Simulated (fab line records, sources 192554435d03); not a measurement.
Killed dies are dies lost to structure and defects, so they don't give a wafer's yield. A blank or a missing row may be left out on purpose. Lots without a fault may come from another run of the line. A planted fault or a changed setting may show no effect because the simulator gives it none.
Problem report in the 8D (eight disciplines) form, filled by code | flow n5_finfet | the parts of the form that need people (team, actions taken, sign-off) are left out

1. THE PROBLEM
killed_at_M4_up at N5_PASSIVATION_PROBE_49 reads a mean of 102 on 6 wafers of 2 lots; wafers without a fault read 14 with a standard deviation of 5.5. That is +16 standard deviations from the usual mean.
First seen on wafer L550.3, day 17 15:40, on prober-01. The record holds 9 wafers of 3 lots with a number at this step. Rule for "out", or "out of limits": more than 4 standard deviations from the usual mean. The other wafers with a number count as sound.

2. WHAT IT IS AND WHAT IT IS NOT
question                    | is                     | is not
which readings at this step | killed_at_M4_up        | killed_at_M0_to_M3, killed_at_front_end, killed_at_other, killed_open, killed_short, sort_bin_8_speed
which lots                  | L550, L554             | L548
which wafers of those lots  | all that have a number | -
read on which tools         | prober-01              | prober-02
when                        | from day 17 15:40      | up to then (3 sound wafers)

3. SUSPECTS, AND WHAT RULES EACH OUT
Counting: a tool at a process step up to the reading stays a suspect if it ran every lot that is out and no sound lot after the first of them.
- rie_diel-01 at N5_BEOL_M14_ETCH_38 (etches SiCN in CF4/N2, target depth 106.5 nm, time 120.6 s): kept. It ran every lot that is out, first L550 (day 16 14:34), and no sound lot after that; its last sound lot up to then is L548 (day 15 21:28).
- pecvd-01 at N5_PASSIVATION_PECVD_01 (deposits SiNx from SiH4/NH3/N2, target thk 200 nm, time 43.2 s): kept. It ran every lot that is out, first L550 (day 17 04:47), and no sound lot after that; its last sound lot up to then is L548 (day 16 10:55).
- prober-01 at N5_PASSIVATION_PROBE_49: kept. It ran every lot that is out, first L550 (day 17 15:40), and no sound lot after that. Its own readings are out on those wafers: killed_at_M4_up.
Left after counting: rie_diel-01 at N5_BEOL_M14_ETCH_38, pecvd-01 at N5_PASSIVATION_PECVD_01, prober-01 at N5_PASSIVATION_PROBE_49.

4. THE CAUSE (what the simulator had put in)
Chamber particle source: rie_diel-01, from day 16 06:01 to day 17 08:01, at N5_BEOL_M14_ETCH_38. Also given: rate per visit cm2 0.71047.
Counting left 3 suspects, and this tool is among them.

5. THE CHAIN OF EFFECTS, in route order
Each row: a reading whose mean over the struck wafers that have a number lies more than 3 standard deviations from the usual. Only readings for which the record gives a usual standard deviation are gone through. hours: the time from each lot's start at the first step in this table that gives one to its start at this step, as a median over the lots. sigmas: the change in usual standard deviations.
hours | step                    | reading              | usual  | on struck wafers | change | sigmas
0     | N5_PASSIVATION_PROBE_49 | defect_limited_yield | 91.3 % | 84.3             | -7.0   | -5.0
0     | N5_PASSIVATION_PROBE_49 | killed_at_M4_up      | 14     | 102              | +88    | +16
0     | N5_PASSIVATION_PROBE_49 | killed_dies          | 103    | 185              | +82    | +4.8
0     | N5_PASSIVATION_PROBE_49 | sort_bin_5_function  | 5.1 %  | 9.8              | +4.7   | +4.8
0     | N5_PASSIVATION_PROBE_49 | sort_n_pass          | 1077   | 995              | -82    | -4.8
0     | N5_PASSIVATION_PROBE_49 | sort_yield_pct       | 91.2 % | 84.3             | -6.9   | -4.9
The process steps in it:
- N5_PASSIVATION_PROBE_49

6. WHAT WOULD HAVE CAUGHT IT SOONER
In this record the first reading out of limits was taken at day 17 15:40, 34 hours after the fault began at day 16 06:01.
Of the tool readings at N5_BEOL_M14_ETCH_38 for which the record gives a usual standard deviation, none was out on any struck wafer, so an alarm limit of 4 standard deviations on them would not have fired.
All the lots that are out (2) had begun N5_BEOL_M14_ETCH_38 on rie_diel-01 by day 17 15:40. A hold on the tool at that time would have spared none of them.
